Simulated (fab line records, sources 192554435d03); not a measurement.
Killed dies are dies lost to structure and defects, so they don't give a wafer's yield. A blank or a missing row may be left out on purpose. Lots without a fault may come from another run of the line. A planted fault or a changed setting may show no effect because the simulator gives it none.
A struck lot beside a sound one | flow n5_finfet | 38 steps out of a route of 1938
Sound: wafers L650.4, L650.5, L650.6. Struck: wafer L659.1. (L659.2, L659.4 of the same lot were not struck and are left out.) The cause comes at the end.
At each step with rows: each side's tool, then ch and its chambers, then its first start. Under that, the readings that differ: sound wafers | struck wafers | difference of the means | sigmas: that difference in standard deviations of wafers without a fault.
alike: readings whose means differ by less than 2 such deviations, and words and numbers that are the same on both sides. not compared: withheld readings, readings that some wafer has no value for, bounds like >300 that may hide the same value, and numbers for which the record gives no deviation and whose values overlap.
The two part at a step that has a row with sigmas, a row that says differs or no value, or rows on one side only. Numbers that don't overlap but have no deviation are shown without sigmas and don't part them. A reading that every wafer of one side lacks parts them only if that side has two wafers or more.

first, 9 steps without rows for these wafers: N5_BEOL_M4_ANNEAL_95 (time 240 s); N5_BEOL_M4_SPUTTER_96 (material Cu, target thk 4.5 nm, time 8.29 s); N5_BEOL_M4_ECD_50 (material Cu, target thk 300 nm); N5_BEOL_M4_ANNEAL_51 (time 90 s); N5_BEOL_M4_CMP_52 (polishes, stops on SiOC, t overpolish 6.8 s, target thk 40 nm); N5_BEOL_M4_PRE_CLEAN_60 (time 15 s); N5_BEOL_M4_CO_CAP_55 (material Co, precursor CCTBA/H2, target thk 2 nm, time 102.1 s); N5_BEOL_M4_PRE_CLEAN_56 (time 15 s); N5_BEOL_M4_DEP_57 (deposits SiCN from 3MS/NH3, target thk 8 nm, time 14 s).
N5_BEOL_M4_RC_MEAS_101:
  sound on prober-02 ch 0, day 8 22:19; struck on prober-01 ch 0, day 11 11:02
  alike: DIBL_N, DIBL_P, IOFF_N, IOFF_P, ION_N, ION_P, SS_N, SS_P, VT_N, VT_P
then, 24 steps without rows for these wafers: N5_BEOL_M5_ILD_DEP_00 (deposits SiCOH lowk from DEMS/porogen, target thk 140.64 nm, time 25.9 s); N5_BEOL_M5_CURE_79 (cures SiCOH lowk, time 240 s); N5_BEOL_M5_PECVD_70 (deposits SiO2 from TEOS/O2, target thk 16 nm, time 18 s); N5_BEOL_M5_HM_DEP_02 (deposits TiN, target thk 20 nm); N5_BEOL_M5_COAT_59 (time 60 s, resist thk 60 nm); N5_BEOL_M5_COAT_60 (time 60 s, resist thk 12 nm); N5_BEOL_M5_COAT_71 (time 60 s, resist thk 5 nm); N5_BEOL_M5_COAT_05 (resist thk 30 nm); N5_BEOL_M5_EBR_07; N5_BEOL_M5_SOFTBAKE_06 (time 60 s); N5_BEOL_M5_EXPOSE_08 (exposes mask M5, target cd 28 nm); N5_BEOL_M5_PEB_09 (peb time 60 s); N5_BEOL_M5_DEVELOP_10 (develop time 30 s); N5_BEOL_M5_DESCUM_16 (chemistry O2, time 7 s); N5_BEOL_M5_ETCH_72 (etches underlayer in N2/H2, target depth 6.5 nm, time 5.2 s); N5_BEOL_M5_ETCH_61 (etches SiARC in CF4, target depth 15.6 nm, time 26 s); N5_BEOL_M5_ETCH_62 (etches SOC in N2/H2, target depth 75 nm, overetch 15 nm, time 112.5 s); N5_BEOL_M5_STRIP_63 (strips in N2/H2); N5_BEOL_M5_STRIP_73 (strips in N2/H2); N5_BEOL_M5_STRIP_64 (strips in CF4); N5_BEOL_M5_HM_OPEN_17 (chemistry Cl2/BCl3, target TiN, target depth 20 nm, overetch 6 nm); N5_BEOL_M5_STRIP_19 (strips in O2); N5_BEOL_M5_COAT_65 (time 60 s, resist thk 60 nm); N5_BEOL_M5_COAT_66 (time 60 s, resist thk 12 nm).
-- the record jumps here: 2 days lie between the struck wafers' starts before and after (it left off in module BEOL_M5 and takes up again in module BEOL_M10, whose first step shown is number 1530 of the route) --
N5_BEOL_M10_CMP_52: polishes, stops on SiCOH lowk, t overpolish 7 s, target thk 140 nm.
  sound on cmp-02 ch 0,1,3, day 11 07:53; struck on cmp-02 ch 3, day 13 19:14
  reading                      | sound             | struck | difference | sigmas
  barrier_field_endpoint_s (s) | 30.0 28.9 29.0    | 46.9   | +17.6      | +20
  overpolish_run_s (s)         | 6.988 6.982 7.002 | 0.045  | -6.946     | -99 or more
  time_to_endpoint_s (s)       | 70 66 65          | 87     | +20        | +5
  alike: edge_zone_pressure_frac, motor_current_A
N5_BEOL_M10_THK_MEAS_53: measures by xrf.
  sound on film_metro-01, day 11 08:06; struck on film_metro-01, day 13 19:31
  reading      | sound             | struck | difference | sigmas
  M10_THK (nm) | 137.0 135.3 139.8 | 259.6  | +122.2     | +45
N5_BEOL_M10_INSPECT_58: inspects for defects (darkfield).
  sound on defect_inspect-02, day 11 08:17; struck on defect_inspect-02, day 13 19:41
  reading          | sound    | struck | difference | sigmas
  raw_defect_count | 36 36 53 | 2351   | +2309      | +99 or more
-- the record jumps here: 2 days lie between the struck wafers' starts before and after (it left off in module BEOL_M10 and takes up again in module PASSIVATION, whose first step shown is number 1936 of the route) --
N5_PASSIVATION_PROBE_49:
  sound on prober-02, day 13 10:57; struck on prober-01, day 15 20:52
  reading                  | sound          | struck | difference | sigmas
  defect_limited_yield (%) | 90.0 91.1 92.6 | 0      | -91        | -61
  killed_at_M4_up          | 15 15 12       | 1084   | +1070      | +99 or more
  killed_at_other          | 0 2 0          | 12     | +11        | +4
  killed_dies              | 118 105 87     | 1180   | +1077      | +60
  killed_on_rim            | 16 10 6        | 152    | +141       | +35
  sort_n_pass              | 1062 1075 1093 | 0      | -1077      | -63
  sort_yield_pct (%)       | 90.0 91.1 92.6 | 0      | -91        | -61
  alike: killed_at_M0_to_M3, killed_at_contacts, killed_at_front_end, killed_open, killed_short, sort_bin_4_leakage, sort_bin_5_function, sort_bin_6_memory

WHERE THEY PART
First at N5_BEOL_M10_CMP_52; last, within this record, at N5_PASSIVATION_PROBE_49.

WHY: what the simulator had put in
Process parameter drift: cmp-02, from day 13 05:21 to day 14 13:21, at N5_BEOL_M10_CMP_52. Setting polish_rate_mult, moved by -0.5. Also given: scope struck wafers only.
